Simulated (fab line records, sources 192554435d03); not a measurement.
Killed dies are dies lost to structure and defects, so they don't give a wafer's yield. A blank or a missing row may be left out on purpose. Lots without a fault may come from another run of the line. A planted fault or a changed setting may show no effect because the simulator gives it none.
fab line records | flow n5_finfet
record lots=24 wafers=72 last_day=20
route steps=1938 shown BEOL_M8@1352 BEOL_M9@1423
lots that met no fault: from a run of the same line without faults
start_h: hours from the record's first day to the start of the lot's first wafer shown | wait_h: hours since the lot's step before | " the same as in the row above | L1.1+2: a row that stands for several wafers | - no value, or no start given | * or withheld: withheld | < > ~ a bound
route shown NAME@n: a module of which the file shows steps, and the number in the route of the first | usual: mean/standard deviation of fault-free wafers | same: alike in all rows | chamber/n: place in a boat | sites: the reading at each site | _std_site: their standard deviation | _edge_site: outer sites' mean less inner sites' | radius_mm: how far each site lies from the wafer's centre | mask NAME#n: copy n | behind: the tool/chamber that last shaped the wafer | hold: why the lot was held/for how many hours/how that ended | device: the transistor (n, p or np) that didn't switch | end of line: the same wafers' tests at the end of the route | a step without rows: its recipe alone | killed: dies lost to structure and defects at the first sort, not the wafer's yield | map: a wafer's dies, x killed, . not, _ none there
set.NAME: the setting as run; set.NAME@STEP: as run at that earlier step | model.NAME: the simulator's own value behind a step, which no gauge read
steps of the route over a sample of lots; a table a step, a row a wafer
services: from which hour (start_h, from the record's first day; less than 0 if before it) a tool's chamber was out of use, for how many hours, and why
## steps
# step N5_BEOL_M8_STRIP_67
# recipe chemistry=CF4 resist=SiARC power_w=300 bias_power_w=75 pressure_mtorr=50 cf4_flow_sccm=150 rf_frequency_hz=6e+07
# usual cf4_flow_sccm=150.0/0.43 drypump_motor_current_A=5.5/0.52 oes_product_au=0.82/0.079 rf_vpp_V=271.9/1.7 showerhead_plenum_p_Torr=1.83/0.066 throttle_valve_pct=13.52/0.2
# columns lot.wafer tool chamber start_h wait_h cf4_flow_sccm drypump_motor_current_A oes_product_au rf_hours_counter_h rf_vpp_V showerhead_plenum_p_Torr throttle_valve_pct
L074.1 rie_diel-04 2 226.64 0.0 149.8 6.1 0.78 107 270.9 1.80 13.39
L074.4 " 3 " " 149.8 6.1 0.96 8 272.2 1.91 13.44
L074.6 " 0 " " 150.6 5.3 0.86 - 271.2 1.75 13.40
L076.2 rie_diel-03 0 241.52 0.0 150.4 5.5 0.93 22 269.7 1.77 13.23
L076.3 " 2 " " 150.0 5.3 0.71 226 270.4 1.70 13.80
L076.5 " 0 " " 149.5 5.5 0.93 - 269.3 1.77 13.25
L075.1 rie_diel-04 2 242.18 0.0 150.5 6.1 0.78 114 273.0 1.80 13.41
L075.4 " 3 " " 150.6 6.0 0.93 16 273.8 1.90 13.44
L075.5 " 1 " " 149.8 5.0 0.85 - 273.1 1.89 13.23
L078.1 rie_diel-04 0 260.57 0.0 150.3 5.3 0.85 68 270.1 1.75 13.44
L078.4 " 2 " " 150.0 6.1 0.77 121 272.5 1.80 13.41
L078.6 " 0 " " 149.6 5.3 0.85 - 270.3 1.75 13.44
L077.1 rie_diel-03 0 260.74 0.0 149.4 5.5 0.91 28 269.7 1.76 13.29
L077.4 " 3 " " 150.2 4.8 0.71 229 272.2 1.84 13.93
L077.5 " 1 " " 150.1 6.4 0.81 - 273.6 1.88 13.53
L079.4 rie_diel-03 2 261.00 0.0 150.2 5.3 0.70 234 268.2 1.70 13.81
L079.5 " 3 " " 149.9 4.8 0.70 - 271.5 1.84 13.93
L079.6 " 2 " " 149.7 5.3 0.71 - 270.0 1.70 13.82
L081.1 rie_diel-01 1 261.01 0.0 149.2 5.1 0.85 63 271.8 1.89 13.53
L081.4 " 2 " " 150.2 5.3 0.86 48 272.3 1.89 13.42
L081.5 " 0 " " 150.0 5.7 0.78 - 269.9 1.80 13.53
L080.2 rie_diel-03 2 266.00 0.0 149.6 5.3 0.71 236 269.6 1.70 13.81
L080.3 " 3 " " 149.9 4.9 0.71 232 272.0 1.84 13.94
L080.6 " 3 " " 150.1 4.9 0.70 - 271.3 1.84 13.94
L083.1 rie_diel-01 2 290.88 0.0 150.2 5.3 0.85 56 272.7 1.89 13.44
L083.4 " 1 " " 149.6 5.1 0.83 72 273.7 1.89 13.53
L083.6 " 1 " " 150.0 5.1 0.83 - 273.0 1.89 13.54
L082.1 rie_diel-03 1 295.54 0.0 150.2 6.5 0.80 100 274.6 1.88 13.56
L082.5 " 2 " " 149.5 5.3 0.70 - 269.5 1.70 13.84
L082.6 " 3 " " 149.2 4.8 0.70 - 272.1 1.84 13.98
L084.2 rie_diel-01 1 300.26 0.0 150.3 5.1 0.83 76 273.6 1.89 13.55
L084.3 " 0 " " 150.5 5.7 0.77 131 270.7 1.80 13.54
L084.5 " 1 " " 150.0 5.1 0.83 - 273.2 1.89 13.54
L086.1 rie_diel-01 1 306.99 0.0 149.6 5.1 0.82 78 274.3 1.89 13.52
L086.4 " 2 " " 149.7 5.3 0.85 63 273.0 1.89 13.45
L086.5 " 1 " " 149.5 5.1 0.82 - 273.6 1.89 13.54
L085.3 rie_diel-03 0 307.16 0.0 149.8 5.5 0.89 43 272.2 1.76 13.31
L085.4 " 3 " " 149.0 4.8 0.69 244 271.0 1.84 13.97
L085.5 " 3 " " 149.7 4.8 0.70 - 273.2 1.84 13.98
L089.3 rie_diel-03 1 312.58 0.0 150.6 6.5 0.81 106 273.8 1.88 13.57
L089.4 " 3 " " 150.5 4.8 0.69 245 270.7 1.84 13.96
L089.6 " 3 " " 149.5 4.8 0.69 - 273.5 1.84 13.96
L087.4 rie_diel-01 2 314.93 0.0 150.0 5.3 0.84 66 275.4 1.89 13.45
L087.5 " 2 " " 149.6 5.3 0.84 - 273.3 1.89 13.45
L087.6 " 1 " " 150.2 5.1 0.82 - 273.2 1.89 13.55
L088.1 rie_diel-04 1 330.12 0.0 149.6 5.0 0.82 68 272.2 1.89 13.30
L088.4 " 0 " " 149.9 5.3 0.81 96 270.5 1.74 13.52
L088.6 " 1 " " 150.4 5.0 0.83 - 272.9 1.89 13.28
L091.2 rie_diel-03 0 332.57 0.0 148.9 5.5 0.87 53 270.9 1.76 13.32
L091.3 " 2 " " 150.0 5.3 1.00 0 274.8 1.91 13.28
L091.4 " 0 " " 149.7 5.5 0.88 - 270.3 1.76 13.32
L090.1 rie_diel-01 3 332.74 0.0 150.1 6.3 0.82 81 270.4 1.75 13.61
L090.5 " 2 " " 150.0 5.3 0.83 - 274.6 1.89 13.46
L090.6 " 1 " " 149.7 5.1 0.82 - 273.2 1.89 13.57
L092.2 rie_diel-04 1 338.04 0.0 149.9 5.1 0.82 71 272.6 1.89 13.29
L092.4 " 3 " " 150.1 6.0 0.86 53 273.8 1.89 13.55
L092.5 " 2 " " 150.7 6.1 0.74 - 270.1 1.79 13.48
L093.2 rie_diel-03 1 338.13 0.0 150.0 6.5 0.79 119 272.2 1.87 13.61
L093.3 " 0 " " 149.9 5.5 0.87 57 271.3 1.76 13.34
L093.4 " 0 " " 150.9 5.5 0.87 - 269.5 1.76 13.34
L094.2 rie_diel-01 1 352.42 0.0 149.9 5.1 0.80 94 272.9 1.88 13.56
L094.4 " 2 " " 149.9 5.3 0.82 80 272.5 1.88 13.48
L094.5 " 1 " " 150.0 5.1 0.80 - 272.7 1.89 13.58
L095.1 rie_diel-03 0 371.80 0.0 150.2 5.5 0.86 69 269.6 1.75 13.35
L095.3 " 3 " " 149.9 4.8 0.99 5 272.3 1.83 13.41
L095.6 " 3 " " 150.5 4.8 0.99 - 272.0 1.83 13.43
L096.2 rie_diel-03 0 374.37 0.0 150.4 5.5 0.85 70 269.4 1.75 13.36
L096.4 " 1 " " 150.1 6.4 0.78 132 274.6 1.87 13.61
L096.6 " 2 " " 149.5 5.3 0.93 - 273.4 1.90 13.33
L097.1 rie_diel-03 3 389.76 0.0 149.5 4.8 0.96 10 271.6 1.83 13.45
L097.2 " 1 " " 149.9 6.4 0.78 137 271.6 1.87 13.66
L097.5 " 3 " " 149.8 4.8 0.95 - 270.1 1.83 13.43
# step N5_BEOL_M8_INSPECT_30
# recipe mode=adi inspect_instrument=brightfield
# usual raw_defect_count=396/89
# columns lot.wafer tool chamber start_h wait_h raw_defect_count
L074.1 defect_inspect-02 - 228.82 0.1 382
L074.4 " - " " 416
L074.6 " - " " 348
L075.1 defect_inspect-02 - 243.97 0.1 300
L075.4 " - " " 334
L075.5 " - " " 523
L076.2 defect_inspect-01 - 244.05 0.0 286
L076.3 " - " " 303
L076.5 " - " " 384
L078.1 defect_inspect-02 - 264.87 0.1 292
L078.4 " - " " 337
L078.6 " - " " 380
L081.1 defect_inspect-02 - 265.04 0.1 287
L081.4 " - " " 401
L081.5 " - " " 367
L079.4 defect_inspect-01 - 265.43 0.0 460
L079.5 " - " " 422
L079.6 " - " " 451
L077.1 defect_inspect-02 - 265.60 0.1 312
L077.4 " - " " 396
L077.5 " - " " 448
L080.2 defect_inspect-01 - 267.44 0.0 326
L080.3 " - " " 294
L080.6 " - " " 398
L083.1 defect_inspect-02 - 291.78 0.1 407
L083.4 " - " " 405
L083.6 " - " " 465
L082.1 defect_inspect-01 - 298.36 0.1 270
L082.5 " - " " 288
L082.6 " - " " 326
L084.2 defect_inspect-02 - 301.15 0.0 441
L084.3 " - " " 305
L084.5 " - " " 360
L086.1 defect_inspect-02 - 307.74 0.1 397
L086.4 " - " " 416
L086.5 " - " " 396
L085.3 defect_inspect-02 - 307.98 0.0 491
L085.4 " - " " 538
L085.5 " - " " 567
L089.3 defect_inspect-02 - 313.86 0.0 524
L089.4 " - " " 413
L089.6 " - " " 613
L087.4 defect_inspect-01 - 316.12 0.0 394
L087.5 " - " " 382
L087.6 " - " " 363
L088.1 defect_inspect-01 - 331.03 0.1 367
L088.4 " - " " 417
L088.6 " - " " 502
L091.2 defect_inspect-02 - 333.36 0.0 440
L091.3 " - " " 479
L091.4 " - " " 360
L090.1 defect_inspect-02 - 333.88 0.1 324
L090.5 " - " " 432
L090.6 " - " " 533
L092.2 defect_inspect-01 - 339.96 0.0 421
L092.4 " - " " 330
L092.5 " - " " 468
L093.2 defect_inspect-01 - 340.00 0.0 521
L093.3 " - " " 472
L093.4 " - " " 529
L094.2 defect_inspect-01 - 354.67 0.0 342
L094.4 " - " " 251
L094.5 " - " " 203
L095.1 defect_inspect-01 - 373.60 0.1 257
L095.3 " - " " 286
L095.6 " - " " 329
L096.2 defect_inspect-01 - 375.87 0.0 503
L096.4 " - " " 546
L096.6 " - " " 329
L097.1 defect_inspect-02 - 390.41 0.1 401
L097.2 " - " " 733
L097.5 " - " " 467
# step N5_BEOL_M8_THK_MEAS_53
# recipe thk_meas_gauge=xrf reads=Cu_of_BEOL_M8_ECD_50
# usual M8_THK=81.7/1.8
# columns lot.wafer tool chamber start_h wait_h M8_THK[nm]
L074.1 film_metro-01 - 233.61 - 78.8
L074.4 " - " " 82.6
L074.6 " - " " 81.9
L076.2 film_metro-02 - 246.94 - 83.6
L076.3 " - " " 80.2
L076.5 " - " " 81.0
L075.1 film_metro-02 - 247.32 - 80.5
L075.4 " - " " 79.1
L075.5 " - " " 79.8
L078.1 film_metro-02 - 269.62 - 80.1
L078.4 " - " " 83.4
L078.6 " - " " 81.4
L081.1 film_metro-01 - 270.16 - 82.0
L081.4 " - " " 80.5
L081.5 " - " " 79.8
L079.4 film_metro-02 - 270.29 - 84.6
L079.5 " - " " 79.3
L079.6 " - " " 79.9
L077.1 film_metro-01 - 270.43 - 83.5
L077.4 " - " " 83.1
L077.5 " - " " 84.6
L080.2 film_metro-02 - 271.07 - 82.5
L080.3 " - " " 82.9
L080.6 " - " " 82.5
L083.1 film_metro-02 - 295.89 - 83.7
L083.4 " - " " 84.0
L083.6 " - " " 83.6
L082.1 film_metro-01 - 301.24 - 83.3
L082.5 " - " " 82.0
L082.6 " - " " 82.0
L084.2 film_metro-01 - 305.01 - 84.8
L084.3 " - " " 83.3
L084.5 " - " " 85.6
L086.1 film_metro-02 - 311.18 - 83.6
L086.4 " - " " 82.6
L086.5 " - " " 82.6
L085.3 film_metro-02 - 311.45 - 83.6
L085.4 " - " " 79.5
L085.5 " - " " 80.9
L089.3 film_metro-01 - 317.99 - 81.6
L089.4 " - " " 80.3
L089.6 " - " " 80.5
L087.4 film_metro-02 - 319.24 - 82.8
L087.5 " - " " 80.2
L087.6 " - " " 81.2
L088.1 film_metro-02 - 333.88 - 80.6
L088.4 " - " " 80.2
L088.6 " - " " 79.1
L091.2 film_metro-02 - 337.74 - 81.5
L091.3 " - " " 79.8
L091.4 " - " " 83.2
L090.1 film_metro-02 - 338.00 - 83.7
L090.5 " - " " 81.9
L090.6 " - " " 82.6
L092.2 film_metro-01 - 342.87 - 80.3
L092.4 " - " " 85.7
L092.5 " - " " 82.1
L093.2 film_metro-01 - 343.22 - 81.9
L093.3 " - " " 81.0
L093.4 " - " " 82.4
L094.2 film_metro-01 - 358.08 - 82.2
L094.4 " - " " 83.7
L094.5 " - " " 82.8
L095.1 film_metro-01 - 376.96 - 84.0
L095.3 " - " " 83.6
L095.6 " - " " 84.3
L096.2 film_metro-01 - 380.22 - 83.7
L096.4 " - " " 81.6
L096.6 " - " " 81.6
L097.1 film_metro-02 - 393.66 - 77.2
L097.2 " - " " 78.3
L097.5 " - " " 77.2
# step N5_BEOL_M8_RS_MEAS_57
# recipe thk_meas_gauge=four-point-probe reads=Cu_of_BEOL_M8_ECD_50+Co_of_BEOL_M8_CVD_78+TaN_of_BEOL_M8_ALD_77
# usual M8_RS=0.283/0.0069
# columns lot.wafer tool chamber start_h wait_h M8_RS[ohm/sq]
L074.1 film_metro-02 - 233.74 0.1 0.299
L074.4 " - " " 0.281
L074.6 " - " " 0.284
L076.2 film_metro-01 - 247.07 0.1 0.273
L076.3 " - " " 0.286
L076.5 " - " " 0.283
L075.1 film_metro-01 - 247.46 0.1 0.284
L075.4 " - " " 0.288
L075.5 " - " " 0.286
L078.1 film_metro-01 - 269.75 0.1 0.290
L078.4 " - " " 0.276
L078.6 " - " " 0.282
L081.1 film_metro-01 - 270.29 0.1 0.279
L081.4 " - " " 0.285
L081.5 " - " " 0.289
L079.4 film_metro-01 - 270.42 0.0 0.270
L079.5 " - " " 0.292
L079.6 " - " " 0.289
L077.1 film_metro-01 - 270.56 0.1 0.275
L077.4 " - " " 0.277
L077.5 " - " " 0.272
L080.2 film_metro-01 - 271.20 0.1 0.279
L080.3 " - " " 0.276
L080.6 " - " " 0.277
L083.1 film_metro-01 - 296.05 0.1 0.274
L083.4 " - " " 0.275
L083.6 " - " " 0.274
L082.1 film_metro-01 - 301.37 0.1 0.280
L082.5 " - " " 0.286
L082.6 " - " " 0.285
L084.2 film_metro-02 - 305.14 0.1 0.272
L084.3 " - " " 0.277
L084.5 " - " " 0.270
L086.1 film_metro-01 - 311.32 0.1 0.274
L086.4 " - " " 0.279
L086.5 " - " " 0.280
L085.3 film_metro-01 - 311.61 0.1 0.272
L085.4 " - " " 0.288
L085.5 " - " " 0.283
L089.3 film_metro-02 - 318.12 0.1 0.282
L089.4 " - " " 0.288
L089.6 " - " " 0.284
L087.4 film_metro-02 - 319.37 0.0 0.277
L087.5 " - " " 0.286
L087.6 " - " " 0.283
L088.1 film_metro-02 - 334.02 0.1 0.288
L088.4 " - " " 0.289
L088.6 " - " " 0.293
L091.2 film_metro-01 - 337.87 0.1 0.281
L091.3 " - " " 0.289
L091.4 " - " " 0.274
L090.1 film_metro-02 - 338.13 0.1 0.274
L090.5 " - " " 0.279
L090.6 " - " " 0.277
L092.2 film_metro-01 - 343.00 0.1 0.290
L092.4 " - " " 0.271
L092.5 " - " " 0.283
L093.2 film_metro-01 - 343.35 0.1 0.284
L093.3 " - " " 0.288
L093.4 " - " " 0.283
L094.2 film_metro-01 - 358.21 0.1 0.285
L094.4 " - " " 0.279
L094.5 " - " " 0.281
L095.1 film_metro-01 - 377.09 0.1 0.279
L095.3 " - " " 0.278
L095.6 " - " " 0.278
L096.2 film_metro-01 - 380.35 0.1 0.277
L096.4 " - " " 0.287
L096.6 " - " " 0.286
L097.1 film_metro-02 - 393.79 0.1 0.300
L097.2 " - " " 0.295
L097.5 " - " " 0.299
# step N5_BEOL_M9_STRIP_19
# recipe chemistry=O2 power_w=400 temp_c=40 pressure_mtorr=30 rf_frequency_hz=6e+07 bias_power_w=0 overash_fraction=0.2 o2_flow_sccm=225
# usual drypump_motor_current_A=5.7/0.58 oes_product_au=0.80/0.068 rf_vpp_V=3.7/0.58 showerhead_plenum_p_Torr=2.09/0.069 temp_c=40.00/0.12 throttle_valve_pct=16.58/0.17
# columns lot.wafer tool chamber start_h wait_h drypump_motor_current_A oes_product_au rf_hours_counter_h rf_vpp_V showerhead_plenum_p_Torr temp_c throttle_valve_pct
L074.1 rie_diel-05 0 236.70 0.1 5.0 0.74 176 4.3 2.18 39.94 16.55
L074.4 " 1 " " 6.0 0.74 171 3.9 2.09 40.22 16.50
L074.6 " 0 " " 5.0 0.76 - 3.5 2.18 40.10 16.56
L076.2 rie_diel-02 3 251.13 0.2 4.8 0.81 82 3.4 2.02 40.11 16.38
L076.3 " 1 " " 6.4 0.85 53 3.9 2.23 39.93 16.59
L076.5 " 2 " " 6.1 0.80 - 3.6 2.13 40.01 16.75
L075.1 rie_diel-02 2 251.63 0.2 6.1 0.80 87 3.6 2.13 40.07 16.76
L075.4 " 1 " " 6.4 0.86 54 3.0 2.23 39.92 16.58
L075.5 " 3 " " 4.7 0.82 - 2.4 2.02 39.92 16.36
L078.1 rie_diel-05 0 271.46 0.1 5.0 0.74 185 3.2 2.17 40.12 16.56
L078.4 " 0 " " 5.0 0.75 - 3.4 2.17 40.14 16.58
L078.6 " 3 " " 5.8 0.73 - 3.7 2.19 39.99 16.47
L081.1 rie_diel-06 2 275.71 0.2 6.6 0.99 2 3.5 2.06 40.05 16.52
L081.4 " 3 " " 5.8 0.77 - 3.0 2.02 39.86 16.87
L081.5 " 1 " " 5.3 0.78 - 4.4 2.03 39.88 16.68
L079.4 rie_diel-02 0 275.94 0.2 5.8 0.79 119 4.4 2.12 39.82 16.40
L079.5 " 3 " " 4.7 0.81 - 3.0 2.02 39.85 16.38
L079.6 " 2 " " 6.1 0.79 - 5.0 2.12 40.01 16.75
L077.1 rie_diel-06 1 276.00 0.1 5.2 0.77 121 4.0 2.03 40.14 16.67
L077.4 " 2 " " 6.6 0.99 - 3.5 2.06 40.06 16.52
L077.5 " 3 " " 5.8 0.77 - 4.3 2.03 39.99 16.89
L080.2 rie_diel-06 1 276.17 0.1 5.2 0.77 121 3.4 2.03 39.82 16.69
L080.3 " 2 " " 6.6 1.00 2 4.5 2.07 40.08 16.51
L080.6 " 1 " " 5.2 0.77 - 3.7 2.03 39.92 16.68
L083.1 rie_diel-02 2 299.25 0.1 6.1 0.79 101 4.6 2.12 40.06 16.76
L083.4 " 1 " " 6.4 0.84 66 3.9 2.23 40.00 16.62
L083.6 " 3 " " 4.7 0.80 - 4.3 2.02 39.86 16.37
L082.1 rie_diel-02 2 305.19 0.1 6.1 0.78 103 3.3 2.12 40.11 16.78
L082.5 " 1 " " 6.4 0.83 - 3.7 2.23 40.09 16.62
L082.6 " 0 " " 5.7 0.78 - 3.3 2.11 40.08 16.40
L084.2 rie_diel-02 0 308.98 0.1 5.8 0.78 129 3.8 2.11 39.99 16.40
L084.3 " 2 " " 6.1 0.79 104 3.8 2.12 39.94 16.77
L084.5 " 3 " " 4.7 0.80 - 3.3 2.02 39.87 16.38
L086.1 rie_diel-06 1 315.22 0.2 5.2 0.77 133 3.0 2.03 40.03 16.71
L086.4 " 3 " " 5.9 0.76 - 3.8 2.02 40.10 16.90
L086.5 " 2 " " 6.6 0.94 - 3.7 2.06 40.03 16.52
L085.3 rie_diel-06 3 315.40 0.1 5.8 0.76 146 5.2 2.02 39.98 16.89
L085.4 " 3 " " 5.8 0.76 - 3.5 2.02 40.20 16.91
L085.5 " 1 " " 5.2 0.77 - 3.4 2.03 39.93 16.70
L089.3 rie_diel-05 0 320.53 0.1 5.0 0.72 195 3.6 2.17 39.91 16.60
L089.4 " 2 " " 5.3 0.86 68 3.8 2.03 40.16 16.49
L089.6 " 2 " " 5.3 0.86 - 4.6 2.03 40.16 16.48
L087.4 rie_diel-02 2 323.78 0.1 6.1 0.78 110 3.9 2.12 40.23 16.80
L087.5 " 0 " " 5.8 0.77 - 3.8 2.11 39.89 16.41
L087.6 " 3 " " 4.7 0.78 - 3.8 2.02 39.94 16.40
L088.1 rie_diel-06 0 337.35 0.1 6.2 0.96 11 3.5 2.06 40.03 16.15
L088.4 " 2 " " 6.6 0.93 23 3.4 2.06 39.95 16.55
L088.6 " 0 " " 6.2 0.96 - 4.9 2.06 39.92 16.16
L090.1 rie_diel-05 0 341.61 0.1 5.1 0.73 202 2.9 2.17 40.17 16.58
L090.5 " 1 " " 5.9 0.72 - 4.0 2.08 40.03 16.53
L090.6 " 0 " " 5.0 0.72 - 2.6 2.17 40.22 16.60
L091.2 rie_diel-02 0 341.93 0.2 5.8 0.77 140 3.9 2.11 39.80 16.42
L091.3 " 2 " " 6.1 0.77 118 2.9 2.11 39.99 16.80
L091.4 " 3 " " 4.7 0.78 113 2.8 2.01 40.07 16.42
L092.2 rie_diel-02 3 345.17 0.1 4.7 0.77 114 3.2 2.01 39.79 16.41
L092.4 " 0 " " 5.7 0.77 142 3.2 2.11 39.95 16.41
L092.5 " 1 " " 6.4 0.81 - 2.9 2.22 39.99 16.66
L093.2 rie_diel-02 1 345.46 0.1 6.4 0.81 83 3.5 2.22 40.08 16.64
L093.3 " 2 " " 6.1 0.76 120 2.8 2.11 39.91 16.79
L093.4 " 0 " " 5.8 0.77 142 3.5 2.11 39.76 16.44
L094.2 rie_diel-05 3 361.23 0.1 5.8 0.72 198 3.3 2.18 40.17 16.54
L094.4 " 1 " " 6.0 0.71 203 4.7 2.08 40.28 16.54
L094.5 " 1 " " 6.0 0.71 - 4.1 2.08 40.20 16.54
L095.1 rie_diel-05 1 380.23 0.1 6.0 0.70 208 2.9 2.08 40.08 16.55
L095.3 " 0 " " 5.0 0.71 212 2.6 2.16 39.75 16.63
L095.6 " 0 " " 5.0 0.72 - 4.6 2.16 39.97 16.63
L096.2 rie_diel-02 2 383.52 0.1 6.1 0.76 131 4.0 2.11 39.96 16.81
L096.4 " 0 " " 5.7 0.75 152 3.4 2.11 39.92 16.43
L096.6 " 3 " " 4.8 0.76 - 4.5 2.01 39.76 16.43
L097.1 rie_diel-06 0 397.35 0.1 6.2 0.90 28 3.8 2.05 40.05 16.19
L097.2 " 2 " " 6.6 0.90 41 3.6 2.05 40.04 16.58
L097.5 " 2 " " 6.6 0.90 - 3.5 2.05 39.98 16.58
# step N5_BEOL_M9_CD_MEAS_18
# recipe pitch_nm=140 target_cd_nm=70
# usual cd_nm=70.0/0.49
# columns lot.wafer tool chamber start_h wait_h cd_nm
L074.1 cd_sem-03 - 236.77 0.0 69.9
L074.4 " - " " 69.7
L074.6 " - " " 69.5
L076.2 cd_sem-02 - 251.20 0.1 69.9
L076.3 " - " " 69.6
L076.5 " - " " 69.7
L075.1 cd_sem-03 - 251.70 0.0 70.1
L075.4 " - " " 69.8
L075.5 " - " " 70.2
L078.1 cd_sem-01 - 271.53 0.0 70.2
L078.4 " - " " 70.6
L078.6 " - " " 70.4
L081.1 cd_sem-01 - 275.77 0.0 70.2
L081.4 " - " " 71.0
L081.5 " - " " 70.6
L079.4 cd_sem-03 - 276.01 0.1 69.9
L079.5 " - " " 69.9
L079.6 " - " " 70.4
L077.1 cd_sem-02 - 276.07 0.0 70.4
L077.4 " - " " 69.4
L077.5 " - " " 70.6
L080.2 cd_sem-01 - 276.24 0.1 70.5
L080.3 " - " " 70.5
L080.6 " - " " 70.2
L083.1 cd_sem-02 - 299.32 0.0 70.1
L083.4 " - " " 69.5
L083.6 " - " " 70.2
L082.1 cd_sem-02 - 305.25 0.0 69.5
L082.5 " - " " 70.2
L082.6 " - " " 69.9
L084.2 cd_sem-02 - 309.05 0.1 69.8
L084.3 " - " " 70.0
L084.5 " - " " 70.0
L086.1 cd_sem-01 - 315.29 0.0 70.3
L086.4 " - " " 70.6
L086.5 " - " " 70.1
L085.3 cd_sem-03 - 315.47 0.1 69.3
L085.4 " - " " 70.4
L085.5 " - " " 69.4
L089.3 cd_sem-02 - 320.61 0.1 69.6
L089.4 " - " " 70.3
L089.6 " - " " 69.3
L087.4 cd_sem-01 - 323.85 0.1 69.6
L087.5 " - " " 69.5
L087.6 " - " " 69.7
L088.1 cd_sem-02 - 337.42 0.0 68.9
L088.4 " - " " 69.3
L088.6 " - " " 69.7
L090.1 cd_sem-03 - 341.68 0.0 69.9
L090.5 " - " " 70.7
L090.6 " - " " 69.4
L091.2 cd_sem-03 - 342.00 0.1 70.6
L091.3 " - " " 69.7
L091.4 " - " " 70.4
L092.2 cd_sem-01 - 345.24 0.1 70.5
L092.4 " - " " 70.2
L092.5 " - " " 70.6
L093.2 cd_sem-01 - 345.53 0.1 69.1
L093.3 " - " " 69.9
L093.4 " - " " 70.4
L094.2 cd_sem-02 - 361.30 0.1 70.6
L094.4 " - " " 69.9
L094.5 " - " " 70.1
L095.1 cd_sem-01 - 380.30 0.0 70.0
L095.3 " - " " 70.2
L095.6 " - " " 69.8
L096.2 cd_sem-01 - 383.59 0.1 69.7
L096.4 " - " " 70.0
L096.6 " - " " 69.7
L097.1 cd_sem-03 - 397.42 0.0 69.4
L097.2 " - " " 70.1
L097.5 " - " " 69.6
## services
# columns tool chamber start_h hours kind
rie_diel-06 2 235.12 - clean
rie_diel-06 2 235.12 - consumable_replace:focus_ring
rie_diel-06 2 235.12 34.8 scheduled_down
rie_diel-06 2 235.12 34.8 vent_cycle
rie_diel-01 0 264.71 3.7 repair
rie_diel-05 1 268.62 5.2 repair
rie_diel-06 0 269.92 - clean
rie_diel-04 1 294.03 23.1 repair
rie_diel-05 0 295.90 7.5 repair
rie_diel-02 - 306.21 0.9 repair
rie_diel-05 - 311.94 4.3 pm
rie_diel-03 2 313.71 - clean
rie_diel-03 2 313.71 - consumable_replace:focus_ring
rie_diel-03 2 313.71 - consumable_replace:showerhead
rie_diel-03 2 313.71 17.9 scheduled_down
rie_diel-03 2 313.71 17.9 vent_cycle
rie_diel-06 0 313.92 13.7 repair
rie_diel-03 3 331.61 - clean
rie_diel-03 3 331.61 - consumable_replace:focus_ring
rie_diel-03 3 331.61 20.4 scheduled_down
rie_diel-03 3 331.61 20.4 vent_cycle
rie_diel-05 - 332.69 0.7 repair
rie_diel-03 - 353.27 4.3 pm
rie_diel-06 0 386.48 5.5 repair
## key
fault none
